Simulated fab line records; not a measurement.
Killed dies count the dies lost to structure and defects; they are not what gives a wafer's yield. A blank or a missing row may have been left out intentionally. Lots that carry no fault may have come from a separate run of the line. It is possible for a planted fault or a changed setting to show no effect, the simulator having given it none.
Check for tools in common / flow nandHarc / 13 lots and 39 wafers in the sample

== REASON IT WAS OPENED ==
On 2 of the 13 lots, a flag is raised at NHARC_P_M0_OVL_MEAS_10 on the reading overlayXNm. Fault-free wafers read -0.2 nm, with a standard deviation of 0.81.
Rule: flag the lot when none of its wafers has a number, or when each of its wafers that has one lies beyond 4 standard deviations from that mean. The rest of the lots are taken to be sound.

lot=L323; measured=day 6 07:22; on=overlay-02; overlayXNm (nm), wafer by wafer=0.8 1.1 1.1; flag=
lot=L325; measured=day 6 21:05; on=overlay-01; overlayXNm (nm), wafer by wafer=-1.6 -1.2 -1.2; flag=
lot=L326; measured=day 7 10:40; on=overlay-01; overlayXNm (nm), wafer by wafer=-0.4 -0.1 -0.2; flag=
lot=L328; measured=day 8 06:24; on=overlay-01; overlayXNm (nm), wafer by wafer=-0.8 -0.7 -0.3; flag=
lot=L330; measured=day 9 03:59; on=overlay-01; overlayXNm (nm), wafer by wafer=0.5 0.6 0.3; flag=
lot=L331; measured=day 9 13:47; on=overlay-02; overlayXNm (nm), wafer by wafer=-0.6 0.4 -0.1; flag=
lot=L332; measured=day 9 18:28; on=overlay-02; overlayXNm (nm), wafer by wafer=0.1 -0.1 -0.1; flag=
lot=L333; measured=day 10 03:38; on=overlay-01; overlayXNm (nm), wafer by wafer=-1.0 -1.3 -0.5; flag=
lot=L334; measured=day 10 18:00; on=overlay-02; overlayXNm (nm), wafer by wafer=0.0 0.2 -0.4; flag=
lot=L335; measured=day 11 04:24; on=overlay-02; overlayXNm (nm), wafer by wafer=-0.5 -0.5 -0.3; flag=
lot=L336; measured=day 11 07:55; on=overlay-02; overlayXNm (nm), wafer by wafer=-1.0 -0.9 -1.3; flag=
lot=L342; measured=day 14 01:52; on=overlay-01; overlayXNm (nm), wafer by wafer=21.6 21.3 21.8; flag=FLAGGED
lot=L345; measured=day 15 02:14; on=overlay-02; overlayXNm (nm), wafer by wafer=23.8 23.5 23.9; flag=FLAGGED
Average over the flagged lots: 22.6 nm; offset from the usual +22.8 nm, equal to +28 standard deviations.

== WHICH TOOL RAN EACH LOT ==
2 process steps preceding the reading are held in the record, out of 1302 steps in the route. Each cell gives the tool, then ch followed by the chambers the sampled wafers passed through, then the start.
lot=L323; flag=; NHARC_P_CONTACT_ALD_22=aldMetal-03 ch 0,2,3, day 6 05:10; NHARC_P_M0_EXPOSE_06=arfiScanner-02 ch 0, day 6 07:09
lot=L325; flag=; NHARC_P_CONTACT_ALD_22=aldMetal-04 ch 0,1, day 6 18:50; NHARC_P_M0_EXPOSE_06=arfiScanner-01 ch 0, day 6 20:52
lot=L326; flag=; NHARC_P_CONTACT_ALD_22=aldMetal-03 ch 1,2,3, day 7 08:26; NHARC_P_M0_EXPOSE_06=arfiScanner-03 ch 0, day 7 10:27
lot=L328; flag=; NHARC_P_CONTACT_ALD_22=aldMetal-04 ch 0,1,2, day 8 03:59; NHARC_P_M0_EXPOSE_06=arfiScanner-02 ch 0, day 8 06:10
lot=L330; flag=; NHARC_P_CONTACT_ALD_22=aldMetal-04 ch 0,3, day 9 01:35; NHARC_P_M0_EXPOSE_06=arfiScanner-03 ch 0, day 9 03:45
lot=L331; flag=; NHARC_P_CONTACT_ALD_22=aldMetal-01 ch 1,3, day 9 11:02; NHARC_P_M0_EXPOSE_06=arfiScanner-02 ch 0, day 9 13:34
lot=L332; flag=; NHARC_P_CONTACT_ALD_22=aldMetal-03 ch 2,3, day 9 16:13; NHARC_P_M0_EXPOSE_06=arfiScanner-01 ch 0, day 9 18:14
lot=L333; flag=; NHARC_P_CONTACT_ALD_22=aldMetal-01 ch 1,2, day 10 01:23; NHARC_P_M0_EXPOSE_06=arfiScanner-02 ch 0, day 10 03:25
lot=L334; flag=; NHARC_P_CONTACT_ALD_22=aldMetal-03 ch 1,2, day 10 15:12; NHARC_P_M0_EXPOSE_06=arfiScanner-01 ch 0, day 10 17:47
lot=L335; flag=; NHARC_P_CONTACT_ALD_22=aldMetal-04 ch 0,1, day 11 01:41; NHARC_P_M0_EXPOSE_06=arfiScanner-02 ch 0, day 11 04:10
lot=L336; flag=; NHARC_P_CONTACT_ALD_22=aldMetal-03 ch 0,2,3, day 11 05:43; NHARC_P_M0_EXPOSE_06=arfiScanner-03 ch 0, day 11 07:41
lot=L342; flag=FLAGGED; NHARC_P_CONTACT_ALD_22=aldMetal-04 ch 1,2,3, day 13 23:42; NHARC_P_M0_EXPOSE_06=arfiScanner-03 ch 0, day 14 01:38
lot=L345; flag=FLAGGED; NHARC_P_CONTACT_ALD_22=aldMetal-01 ch 0,1,3, day 14 23:54; NHARC_P_M0_EXPOSE_06=arfiScanner-03 ch 0, day 15 02:01
What these steps do:
- NHARC_P_CONTACT_ALD_22: deposits TiN, target thk 3 nm, pulse time 1 s, ald cycles 150.
- NHARC_P_M0_EXPOSE_06: exposes mask P M0, target cd 90 nm.
- NHARC_P_M0_OVL_MEAS_10: pitch 180 nm.

== FLAGGED AGAINST TOTAL, ONE TOOL AT A TIME (gauges that did the reading follow at the end) ==
step=NHARC_P_CONTACT_ALD_22; tool=aldMetal-01; lots run=3; flagged=1; share of the flagged lots=some; sound lots run after its first flagged lot=0
step=NHARC_P_CONTACT_ALD_22; tool=aldMetal-03; lots run=5; flagged=0; share of the flagged lots=none; sound lots run after its first flagged lot=-
step=NHARC_P_CONTACT_ALD_22; tool=aldMetal-04; lots run=5; flagged=1; share of the flagged lots=some; sound lots run after its first flagged lot=0
step=NHARC_P_M0_EXPOSE_06; tool=arfiScanner-01; lots run=3; flagged=0; share of the flagged lots=none; sound lots run after its first flagged lot=-
step=NHARC_P_M0_EXPOSE_06; tool=arfiScanner-02; lots run=5; flagged=0; share of the flagged lots=none; sound lots run after its first flagged lot=-
step=NHARC_P_M0_EXPOSE_06; tool=arfiScanner-03; lots run=5; flagged=2; share of the flagged lots=all; sound lots run after its first flagged lot=0
step=NHARC_P_M0_OVL_MEAS_10; tool=overlay-01; lots run=6; flagged=1; share of the flagged lots=some; sound lots run after its first flagged lot=0
step=NHARC_P_M0_OVL_MEAS_10; tool=overlay-02; lots run=7; flagged=1; share of the flagged lots=some; sound lots run after its first flagged lot=0

== WHAT THE TABLE ALLOWS ==
In the table, 1 row covers all flagged lots: arfiScanner-03 at NHARC_P_M0_EXPOSE_06.
- arfiScanner-03 at NHARC_P_M0_EXPOSE_06 ran 5 lots, 2 of them flagged. It ran its last sound lot, L336, at day 11 07:41 and its first flagged lot, L342, at day 14 01:38: a fault with its onset between the two fits.
arfiScanner-03 at NHARC_P_M0_EXPOSE_06 is the single tool remaining.

== WHAT THE SIMULATOR PUT IN ==
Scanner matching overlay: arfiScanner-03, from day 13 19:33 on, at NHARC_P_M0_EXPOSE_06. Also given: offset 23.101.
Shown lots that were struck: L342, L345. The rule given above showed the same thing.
